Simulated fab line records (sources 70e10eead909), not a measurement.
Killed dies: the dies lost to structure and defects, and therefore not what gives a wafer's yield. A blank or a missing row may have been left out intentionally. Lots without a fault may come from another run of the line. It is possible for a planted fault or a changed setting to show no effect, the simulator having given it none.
fab line records || flow nand_harc
record {"lots": 5, "wafers": 15, "last_day": 31}
route steps=1302 shown P_ZERO_WELL@44 END@1302
lots with no fault: from the same line, run without faults
start_h: hours from the record's first day to the start of the lot's first wafer shown || wait_h: hours since the lot's step before || " the same as in the row above || L1.1+2: a single row standing in for several wafers || - either no value or no given start || * or withheld: withheld || < > ~ a bound
route shown NAME@n: names a module that has steps shown in the file, with the first one's number in the route || usual: average and standard deviation across the fault-free wafers || same: alike in all rows || chamber/n: place in a boat || sites: readings site by site || _std_site: the values' standard deviation || _edge_site: outer sites' mean less inner sites' || radius_mm: for every site, how far away it sits from the centre of the wafer || mask NAME#n: copy n || behind: tool/chamber where the wafer was last shaped || hold: what put the lot on hold/how long, in hours/how the hold closed || device: the transistor (n, p or np) that didn't switch || end of line: the tests these same wafers got at the end of their route || where a step has no rows: the recipe by itself || killed: not the wafer's yield, but the dies lost to structure and defects at the first sort || map: per-die view of a wafer (x killed, . not killed, _ where there is no die)
set.NAME: the setting as run; set.NAME@STEP: as run at that earlier step || model.NAME: the simulator's own value behind a step, which no gauge read
a table for each step, a row for each wafer; lots at some steps of the route
services: the hour from which a tool's chamber was out of use, counted from the record's first day as start_h (under 0 if before that day), plus the number of hours and why
## steps
# step NHARC_P_ZERO_WELL_CD_MEAS_37
# recipe {"target_cd_nm": 720, "landing_energy_ev": 500}
# usual {"cd_nm": "720.7/1.2"}
{"lot.wafer": "L139.1", "tool": "cd_sem-03", "chamber": 0, "start_h": 44.15, "wait_h": "-", "cd_nm": 722.0}
{"lot.wafer": "L139.2", "tool": "cd_sem-03", "chamber": 0, "start_h": 44.15, "wait_h": "-", "cd_nm": 721.3}
{"lot.wafer": "L139.3", "tool": "cd_sem-03", "chamber": 0, "start_h": 44.15, "wait_h": "-", "cd_nm": 722.4}
{"lot.wafer": "L141.2", "tool": "cd_sem-02", "chamber": 0, "start_h": 64.15, "wait_h": "-", "cd_nm": 719.9}
{"lot.wafer": "L141.4", "tool": "cd_sem-02", "chamber": 0, "start_h": 64.15, "wait_h": "-", "cd_nm": 720.6}
{"lot.wafer": "L141.6", "tool": "cd_sem-02", "chamber": 0, "start_h": 64.15, "wait_h": "-", "cd_nm": 719.8}
{"lot.wafer": "L152.2", "tool": "cd_sem-02", "chamber": 0, "start_h": 174.44, "wait_h": "-", "cd_nm": 717.6}
{"lot.wafer": "L152.5", "tool": "cd_sem-02", "chamber": 0, "start_h": 174.44, "wait_h": "-", "cd_nm": 718.1}
{"lot.wafer": "L152.6", "tool": "cd_sem-02", "chamber": 0, "start_h": 174.44, "wait_h": "-", "cd_nm": 720.2}
{"lot.wafer": "L153.2", "tool": "cd_sem-01", "chamber": 0, "start_h": 184.26, "wait_h": "-", "cd_nm": 720.2}
{"lot.wafer": "L153.4", "tool": "cd_sem-01", "chamber": 0, "start_h": 184.26, "wait_h": "-", "cd_nm": 719.4}
{"lot.wafer": "L153.5", "tool": "cd_sem-01", "chamber": 0, "start_h": 184.26, "wait_h": "-", "cd_nm": 719.7}
{"lot.wafer": "L156.2", "tool": "cd_sem-01", "chamber": 0, "start_h": 214.11, "wait_h": "-", "cd_nm": 720.8}
{"lot.wafer": "L156.4", "tool": "cd_sem-01", "chamber": 0, "start_h": 214.11, "wait_h": "-", "cd_nm": 720.4}
{"lot.wafer": "L156.6", "tool": "cd_sem-01", "chamber": 0, "start_h": 214.11, "wait_h": "-", "cd_nm": 717.8}
# step NHARC_P_ZERO_WELL_HARDBAKE_38
# recipe {"temp_c": 125, "time_s": 80}
# step NHARC_P_ZERO_WELL_DESCUM_39
# recipe {"time_s": 3, "o2_flow_sccm": 200, "ar_flow_sccm": 0, "bias_power_w": 0, "chemistry": "O2"}
# usual {"drypump_motor_current_A": "5.62/0.29", "oes_product_au": "0.999/0.0084", "rf_vpp_V": "57.9/0.88", "showerhead_plenum_p_Torr": "1.94/0.088", "throttle_valve_pct": "11.311/0.0089"}
{"lot.wafer": "L139.2", "tool": "rie_diel-11", "chamber": 2, "start_h": 44.32, "wait_h": "-", "drypump_motor_current_A": 5.79, "oes_product_au": 1.001, "rf_hours_counter_h": 45, "rf_vpp_V": 56.8, "showerhead_plenum_p_Torr": 1.80, "throttle_valve_pct": 11.299}
{"lot.wafer": "L139.1", "tool": "rie_diel-11", "chamber": 3, "start_h": 44.32, "wait_h": "-", "drypump_motor_current_A": 5.72, "oes_product_au": 1.005, "rf_hours_counter_h": 44, "rf_vpp_V": 59.5, "showerhead_plenum_p_Torr": 2.03, "throttle_valve_pct": 11.310}
{"lot.wafer": "L139.3", "tool": "rie_diel-11", "chamber": 0, "start_h": 44.32, "wait_h": "-", "drypump_motor_current_A": 5.32, "oes_product_au": 0.993, "rf_hours_counter_h": 46, "rf_vpp_V": 57.0, "showerhead_plenum_p_Torr": 1.82, "throttle_valve_pct": 11.317}
{"lot.wafer": "L141.2", "tool": "rie_diel-04", "chamber": 0, "start_h": 64.30, "wait_h": "-", "drypump_motor_current_A": 5.63, "oes_product_au": 0.995, "rf_hours_counter_h": 21, "rf_vpp_V": 58.6, "showerhead_plenum_p_Torr": 2.02, "throttle_valve_pct": 11.305}
{"lot.wafer": "L141.4", "tool": "rie_diel-04", "chamber": 1, "start_h": 64.30, "wait_h": "-", "drypump_motor_current_A": 5.72, "oes_product_au": 1.002, "rf_hours_counter_h": 19, "rf_vpp_V": 57.1, "showerhead_plenum_p_Torr": 2.01, "throttle_valve_pct": 11.306}
{"lot.wafer": "L141.6", "tool": "rie_diel-04", "chamber": 0, "start_h": 64.30, "wait_h": "-", "drypump_motor_current_A": 5.63, "oes_product_au": 1.003, "rf_hours_counter_h": "-", "rf_vpp_V": 59.1, "showerhead_plenum_p_Torr": 2.02, "throttle_valve_pct": 11.306}
{"lot.wafer": "L152.2", "tool": "rie_diel-04", "chamber": 3, "start_h": 174.59, "wait_h": "-", "drypump_motor_current_A": 5.00, "oes_product_au": 0.989, "rf_hours_counter_h": 61, "rf_vpp_V": 58.9, "showerhead_plenum_p_Torr": 1.90, "throttle_valve_pct": 11.314}
{"lot.wafer": "L152.5", "tool": "rie_diel-04", "chamber": 3, "start_h": 174.59, "wait_h": "-", "drypump_motor_current_A": 4.95, "oes_product_au": 0.998, "rf_hours_counter_h": "-", "rf_vpp_V": 56.9, "showerhead_plenum_p_Torr": 1.90, "throttle_valve_pct": 11.307}
{"lot.wafer": "L152.6", "tool": "rie_diel-04", "chamber": 0, "start_h": 174.59, "wait_h": "-", "drypump_motor_current_A": 5.63, "oes_product_au": 1.003, "rf_hours_counter_h": "-", "rf_vpp_V": 57.8, "showerhead_plenum_p_Torr": 2.01, "throttle_valve_pct": 11.323}
{"lot.wafer": "L153.4", "tool": "rie_diel-02", "chamber": 0, "start_h": 184.59, "wait_h": "-", "drypump_motor_current_A": 5.59, "oes_product_au": 0.998, "rf_hours_counter_h": 37, "rf_vpp_V": 57.1, "showerhead_plenum_p_Torr": 1.81, "throttle_valve_pct": 11.322}
{"lot.wafer": "L153.2", "tool": "rie_diel-02", "chamber": 1, "start_h": 184.59, "wait_h": "-", "drypump_motor_current_A": 5.77, "oes_product_au": 0.974, "rf_hours_counter_h": 40, "rf_vpp_V": 58.5, "showerhead_plenum_p_Torr": 2.06, "throttle_valve_pct": 11.301}
{"lot.wafer": "L153.5", "tool": "rie_diel-02", "chamber": 0, "start_h": 184.59, "wait_h": "-", "drypump_motor_current_A": 5.56, "oes_product_au": 0.982, "rf_hours_counter_h": "-", "rf_vpp_V": 56.6, "showerhead_plenum_p_Torr": 1.81, "throttle_valve_pct": 11.305}
{"lot.wafer": "L156.4", "tool": "rie_diel-02", "chamber": 1, "start_h": 214.27, "wait_h": "-", "drypump_motor_current_A": 5.76, "oes_product_au": 0.996, "rf_hours_counter_h": 46, "rf_vpp_V": 55.9, "showerhead_plenum_p_Torr": 2.06, "throttle_valve_pct": 11.306}
{"lot.wafer": "L156.2", "tool": "rie_diel-02", "chamber": 0, "start_h": 214.27, "wait_h": "-", "drypump_motor_current_A": 5.64, "oes_product_au": 1.010, "rf_hours_counter_h": 44, "rf_vpp_V": 56.0, "showerhead_plenum_p_Torr": 1.81, "throttle_valve_pct": 11.302}
{"lot.wafer": "L156.6", "tool": "rie_diel-02", "chamber": 1, "start_h": 214.27, "wait_h": "-", "drypump_motor_current_A": 5.76, "oes_product_au": 1.000, "rf_hours_counter_h": "-", "rf_vpp_V": 58.1, "showerhead_plenum_p_Torr": 2.06, "throttle_valve_pct": 11.307}
# step NHARC_P_ZERO_WELL_IMPLANT_40
# recipe {"energy_kev": 300, "dose_cm2": 1e+13, "tilt_deg": 7}
# step NHARC_P_ZERO_WELL_IMPLANT_59
# recipe {"energy_kev": 120, "dose_cm2": 5e+12, "tilt_deg": 7}
# step NHARC_P_ZERO_WELL_IMPLANT_60
# recipe {"energy_kev": 30, "dose_cm2": 2e+12, "tilt_deg": 7}
# step NHARC_P_ZERO_WELL_STRIP_41
# recipe {"time_s": 840, "temp_c": 130, "chemistry": "SPM"}
# step NHARC_P_ZERO_WELL_DEHYDRATE_44
# recipe {"temp_c": 150, "time_s": 120}
# step NHARC_P_ZERO_WELL_HMDS_45
# recipe {"time_s": 30}
# step NHARC_P_ZERO_WELL_COAT_46
# recipe {"spin_rpm": "withheld"}
# step NHARC_P_ZERO_WELL_SOFTBAKE_47
# recipe {"temp_c": 122, "time_s": 95}
# step NHARC_P_ZERO_WELL_EBR_48
# step NHARC_P_ZERO_WELL_EXPOSE_49
# recipe {"na": 0.6, "target_cd_nm": 2000, "dose_mj": 22.64, "mask_id": "P_HVPW"}
# same {"na": 0.6}
{"lot.wafer": "L139.1+2+3", "tool": "krf_scanner-03", "chamber": 0, "start_h": 45.50, "wait_h": "-", "mask": "P_HVPW#0"}
{"lot.wafer": "L141.2+4+6", "tool": "krf_scanner-01", "chamber": 0, "start_h": 65.51, "wait_h": "-", "mask": "P_HVPW_R1#0"}
{"lot.wafer": "L152.2+5+6", "tool": "krf_scanner-01", "chamber": 0, "start_h": 175.92, "wait_h": "-", "mask": "P_HVPW#0"}
{"lot.wafer": "L153.2+4+5", "tool": "krf_scanner-03", "chamber": 0, "start_h": 185.90, "wait_h": "-", "mask": "P_HVPW#0"}
{"lot.wafer": "L156.2+4+6", "tool": "krf_scanner-01", "chamber": 0, "start_h": 215.59, "wait_h": "-", "mask": "P_HVPW#0"}
# step NHARC_P_ZERO_WELL_PEB_50
# recipe {"peb_temp_c": 118, "peb_time_s": 85}
# step NHARC_P_ZERO_WELL_DEVELOP_51
# recipe {"time_s": 70}
# step NHARC_P_ZERO_WELL_CD_MEAS_52
# recipe {"target_cd_nm": 2000, "landing_energy_ev": 500}
# usual {"cd_nm": "2000.5/1.2"}
{"lot.wafer": "L139.1", "tool": "cd_sem-01", "chamber": 0, "start_h": 45.66, "wait_h": "-", "cd_nm": 1999.2}
{"lot.wafer": "L139.2", "tool": "cd_sem-01", "chamber": 0, "start_h": 45.66, "wait_h": "-", "cd_nm": 2000.9}
{"lot.wafer": "L139.3", "tool": "cd_sem-01", "chamber": 0, "start_h": 45.66, "wait_h": "-", "cd_nm": 2001.0}
{"lot.wafer": "L141.2", "tool": "cd_sem-02", "chamber": 0, "start_h": 65.66, "wait_h": "-", "cd_nm": 1850.6}
{"lot.wafer": "L141.4", "tool": "cd_sem-02", "chamber": 0, "start_h": 65.66, "wait_h": "-", "cd_nm": 1849.1}
{"lot.wafer": "L141.6", "tool": "cd_sem-02", "chamber": 0, "start_h": 65.66, "wait_h": "-", "cd_nm": 1849.4}
{"lot.wafer": "L152.2", "tool": "cd_sem-01", "chamber": 0, "start_h": 176.07, "wait_h": "-", "cd_nm": 2001.5}
{"lot.wafer": "L152.5", "tool": "cd_sem-01", "chamber": 0, "start_h": 176.07, "wait_h": "-", "cd_nm": 1999.4}
{"lot.wafer": "L152.6", "tool": "cd_sem-01", "chamber": 0, "start_h": 176.07, "wait_h": "-", "cd_nm": 2000.2}
{"lot.wafer": "L153.2", "tool": "cd_sem-01", "chamber": 0, "start_h": 186.06, "wait_h": "-", "cd_nm": 2000.0}
{"lot.wafer": "L153.4", "tool": "cd_sem-01", "chamber": 0, "start_h": 186.06, "wait_h": "-", "cd_nm": 1998.6}
{"lot.wafer": "L153.5", "tool": "cd_sem-01", "chamber": 0, "start_h": 186.06, "wait_h": "-", "cd_nm": 2000.4}
{"lot.wafer": "L156.2", "tool": "cd_sem-02", "chamber": 0, "start_h": 215.74, "wait_h": "-", "cd_nm": 2000.4}
{"lot.wafer": "L156.4", "tool": "cd_sem-02", "chamber": 0, "start_h": 215.74, "wait_h": "-", "cd_nm": 1999.9}
{"lot.wafer": "L156.6", "tool": "cd_sem-02", "chamber": 0, "start_h": 215.74, "wait_h": "-", "cd_nm": 2000.1}
# step NHARC_P_ZERO_WELL_HARDBAKE_53
# recipe {"temp_c": 125, "time_s": 80}
# step NHARC_P_ZERO_WELL_DESCUM_54
# recipe {"time_s": 3, "o2_flow_sccm": 200, "ar_flow_sccm": 0, "bias_power_w": 0, "chemistry": "O2"}
# usual {"drypump_motor_current_A": "5.64/0.29", "oes_product_au": "1.000/0.0089", "rf_vpp_V": "57.7/0.94", "showerhead_plenum_p_Torr": "1.93/0.093", "throttle_valve_pct": "11.310/0.0098"}
{"lot.wafer": "L139.3", "tool": "rie_diel-11", "chamber": 0, "start_h": 45.82, "wait_h": "-", "drypump_motor_current_A": 5.33, "oes_product_au": 1.001, "rf_hours_counter_h": 46, "rf_vpp_V": 57.1, "showerhead_plenum_p_Torr": 1.82, "throttle_valve_pct": 11.301, "model.P_ZERO_WELL.cd_nm": 2001}
{"lot.wafer": "L139.1", "tool": "rie_diel-11", "chamber": 1, "start_h": 45.82, "wait_h": "-", "drypump_motor_current_A": 5.76, "oes_product_au": 1.000, "rf_hours_counter_h": 47, "rf_vpp_V": 58.5, "showerhead_plenum_p_Torr": 1.88, "throttle_valve_pct": 11.316, "model.P_ZERO_WELL.cd_nm": 2000}
{"lot.wafer": "L139.2", "tool": "rie_diel-11", "chamber": 2, "start_h": 45.82, "wait_h": "-", "drypump_motor_current_A": 5.81, "oes_product_au": 0.997, "rf_hours_counter_h": 45, "rf_vpp_V": 56.2, "showerhead_plenum_p_Torr": 1.80, "throttle_valve_pct": 11.312, "model.P_ZERO_WELL.cd_nm": 2001}
{"lot.wafer": "L141.4", "tool": "rie_diel-11", "chamber": 1, "start_h": 65.83, "wait_h": "-", "drypump_motor_current_A": 5.76, "oes_product_au": 1.003, "rf_hours_counter_h": 57, "rf_vpp_V": 57.0, "showerhead_plenum_p_Torr": 1.88, "throttle_valve_pct": 11.314, "model.P_ZERO_WELL.cd_nm": 1849}
{"lot.wafer": "L141.2", "tool": "rie_diel-11", "chamber": 2, "start_h": 65.83, "wait_h": "-", "drypump_motor_current_A": 5.79, "oes_product_au": 1.020, "rf_hours_counter_h": 54, "rf_vpp_V": 57.9, "showerhead_plenum_p_Torr": 1.80, "throttle_valve_pct": 11.309, "model.P_ZERO_WELL.cd_nm": 1850}
{"lot.wafer": "L141.6", "tool": "rie_diel-11", "chamber": 0, "start_h": 65.83, "wait_h": "-", "drypump_motor_current_A": 5.33, "oes_product_au": 0.996, "rf_hours_counter_h": "-", "rf_vpp_V": 56.8, "showerhead_plenum_p_Torr": 1.82, "throttle_valve_pct": 11.301, "model.P_ZERO_WELL.cd_nm": 1850}
{"lot.wafer": "L152.2", "tool": "rie_diel-04", "chamber": 0, "start_h": 176.26, "wait_h": "-", "drypump_motor_current_A": 5.64, "oes_product_au": 1.003, "rf_hours_counter_h": 61, "rf_vpp_V": 56.3, "showerhead_plenum_p_Torr": 2.01, "throttle_valve_pct": 11.287, "model.P_ZERO_WELL.cd_nm": 2002}
{"lot.wafer": "L152.6", "tool": "rie_diel-04", "chamber": 2, "start_h": 176.26, "wait_h": "-", "drypump_motor_current_A": 5.95, "oes_product_au": 1.008, "rf_hours_counter_h": "-", "rf_vpp_V": 59.2, "showerhead_plenum_p_Torr": 1.98, "throttle_valve_pct": 11.295, "model.P_ZERO_WELL.cd_nm": 2000}
{"lot.wafer": "L152.5", "tool": "rie_diel-04", "chamber": 3, "start_h": 176.26, "wait_h": "-", "drypump_motor_current_A": 4.97, "oes_product_au": 1.001, "rf_hours_counter_h": "-", "rf_vpp_V": 56.6, "showerhead_plenum_p_Torr": 1.90, "throttle_valve_pct": 11.313, "model.P_ZERO_WELL.cd_nm": 1999}
{"lot.wafer": "L153.4", "tool": "rie_diel-02", "chamber": 0, "start_h": 186.36, "wait_h": "-", "drypump_motor_current_A": 5.65, "oes_product_au": 1.003, "rf_hours_counter_h": 39, "rf_vpp_V": 56.5, "showerhead_plenum_p_Torr": 1.81, "throttle_valve_pct": 11.323, "model.P_ZERO_WELL.cd_nm": 1999}
{"lot.wafer": "L153.2", "tool": "rie_diel-02", "chamber": 1, "start_h": 186.36, "wait_h": "-", "drypump_motor_current_A": 5.81, "oes_product_au": 1.000, "rf_hours_counter_h": 41, "rf_vpp_V": 57.9, "showerhead_plenum_p_Torr": 2.06, "throttle_valve_pct": 11.299, "model.P_ZERO_WELL.cd_nm": 2000}
{"lot.wafer": "L153.5", "tool": "rie_diel-02", "chamber": 3, "start_h": 186.36, "wait_h": "-", "drypump_motor_current_A": 5.23, "oes_product_au": 0.987, "rf_hours_counter_h": "-", "rf_vpp_V": 57.5, "showerhead_plenum_p_Torr": 1.98, "throttle_valve_pct": 11.311, "model.P_ZERO_WELL.cd_nm": 721}
{"lot.wafer": "L156.2", "tool": "rie_diel-02", "chamber": 1, "start_h": 215.93, "wait_h": "-", "drypump_motor_current_A": 5.80, "oes_product_au": 1.007, "rf_hours_counter_h": 46, "rf_vpp_V": 58.3, "showerhead_plenum_p_Torr": 2.06, "throttle_valve_pct": 11.345, "model.P_ZERO_WELL.cd_nm": 2000}
{"lot.wafer": "L156.4", "tool": "rie_diel-02", "chamber": 3, "start_h": 215.93, "wait_h": "-", "drypump_motor_current_A": 5.23, "oes_product_au": 0.997, "rf_hours_counter_h": "-", "rf_vpp_V": 57.9, "showerhead_plenum_p_Torr": 1.98, "throttle_valve_pct": 11.296, "model.P_ZERO_WELL.cd_nm": 2000}
{"lot.wafer": "L156.6", "tool": "rie_diel-02", "chamber": 0, "start_h": 215.93, "wait_h": "-", "drypump_motor_current_A": 5.61, "oes_product_au": 1.008, "rf_hours_counter_h": "-", "rf_vpp_V": 55.9, "showerhead_plenum_p_Torr": 1.81, "throttle_valve_pct": 11.314, "model.P_ZERO_WELL.cd_nm": 2000}
# step NHARC_P_ZERO_WELL_IMPLANT_55
# recipe {"energy_kev": 180, "dose_cm2": 8e+11, "tilt_deg": 7}
# step NHARC_END_SORT_01
# recipe {"temp_c": 25}
# usual {"killed_at_array": "62/16", "killed_at_other": "0.8/1.1", "killed_at_periphery": "4/3.2", "killed_dies": "67/16", "killed_open": "3.5/1.9", "killed_short": "2.1/1.5"}
# same {"gross_dies": 677}
{"lot.wafer": "L141.2", "tool": "prober-01", "chamber": 0, "start_h": 594.94, "wait_h": 2.8, "killed_at_array": 80, "killed_at_other": 0, "killed_at_periphery": 3, "killed_dies": 83, "killed_open": 1, "killed_short": 2}
# killed by level:class
L141.2 A_CHANNEL_HOLE_D1:chamber_film_flake=31 A_SLIT:chamber_film_flake=22 A_CONTACT:chamber_film_flake=9 A_CHANNEL_HOLE_D2:chamber_film_flake=7 A_CHANNEL_FILL_D2:chamber_film_flake=3 A_STAIRCASE:chamber_film_flake=3 A_ONON_D1:geometric_particle:open=1 A_CHANNEL_HOLE_D1:geometric_particle:short=1
## services
{"tool": "rie_diel-02", "chamber": "-", "start_h": 39.85, "hours": 9.0, "kind": "pm"}
{"tool": "rie_diel-02", "chamber": 0, "start_h": 39.85, "hours": 9.0, "kind": "vent_cycle"}
{"tool": "rie_diel-02", "chamber": 1, "start_h": 39.85, "hours": 9.0, "kind": "vent_cycle"}
{"tool": "rie_diel-02", "chamber": 2, "start_h": 39.85, "hours": 9.0, "kind": "vent_cycle"}
{"tool": "rie_diel-02", "chamber": 3, "start_h": 39.85, "hours": 9.0, "kind": "vent_cycle"}
{"tool": "rie_diel-11", "chamber": 3, "start_h": 45.23, "hours": 2.0, "kind": "repair"}
{"tool": "rie_diel-02", "chamber": 0, "start_h": 48.85, "hours": "-", "kind": "clean"}
{"tool": "rie_diel-02", "chamber": 1, "start_h": 48.85, "hours": "-", "kind": "clean"}
{"tool": "rie_diel-02", "chamber": 1, "start_h": 48.85, "hours": "-", "kind": "consumable_replace:showerhead"}
{"tool": "rie_diel-02", "chamber": 2, "start_h": 48.85, "hours": "-", "kind": "clean"}
{"tool": "rie_diel-02", "chamber": 3, "start_h": 48.85, "hours": "-", "kind": "clean"}
{"tool": "krf_scanner-03", "chamber": "-", "start_h": 52.14, "hours": 4.0, "kind": "pm"}
{"tool": "rie_diel-02", "chamber": 0, "start_h": 73.35, "hours": "-", "kind": "clean"}
{"tool": "rie_diel-02", "chamber": 1, "start_h": 73.35, "hours": "-", "kind": "clean"}
{"tool": "rie_diel-11", "chamber": "-", "start_h": 81.05, "hours": 9.0, "kind": "pm"}
{"tool": "rie_diel-04", "chamber": 2, "start_h": 89.98, "hours": 4.5, "kind": "repair"}
{"tool": "rie_diel-02", "chamber": 0, "start_h": 126.83, "hours": 16.6, "kind": "repair"}
{"tool": "rie_diel-02", "chamber": 1, "start_h": 135.23, "hours": 5.7, "kind": "repair"}
{"tool": "krf_scanner-01", "chamber": "-", "start_h": 140.00, "hours": 4.0, "kind": "pm"}
{"tool": "rie_diel-11", "chamber": "-", "start_h": 140.51, "hours": 2.1, "kind": "repair"}
{"tool": "rie_diel-04", "chamber": 2, "start_h": 159.65, "hours": 7.2, "kind": "repair"}
{"tool": "rie_diel-04", "chamber": "-", "start_h": 177.90, "hours": 9.0, "kind": "pm"}
{"tool": "rie_diel-02", "chamber": 3, "start_h": 178.09, "hours": 4.6, "kind": "repair"}
{"tool": "rie_diel-02", "chamber": 2, "start_h": 215.23, "hours": 5.5, "kind": "repair"}
## key
first_sign {"step": "NHARC_P_ZERO_WELL_EXPOSE_49", "reading": "mask", "direction": "changed"}
effect {"step": "NHARC_P_ZERO_WELL_CD_MEAS_52", "reading": "cd_nm", "direction": "down", "sigmas": "99+", "usual": 2000.5, "struck": 1849.7}
model_effect {"step": "NHARC_P_ZERO_WELL_DESCUM_54", "value": "P_ZERO_WELL.cd_nm", "without": 1999, "struck": 1850}
met_at NHARC_P_ZERO_WELL_EXPOSE_49
struck_wafers L141.2,L141.4,L141.6
tester_left_out L141
fault {"kind": "wrong_mask", "tool": "any", "chamber": "-", "onset_h": 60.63, "steps": "NHARC_P_ZERO_WELL_EXPOSE_49", "aux_copy": "P_HVPW_R1#0", "cd_offset_nm": -148.66, "scope": "struck_lots_only"}
# tester_left_out: of these lots the tester's yield and bins aren't shown, on N5 and GAA mostly nor the transistor test; their killed dies are dies lost to structure and defects alone, not to doping, threshold or leakage, so they don't give the yield
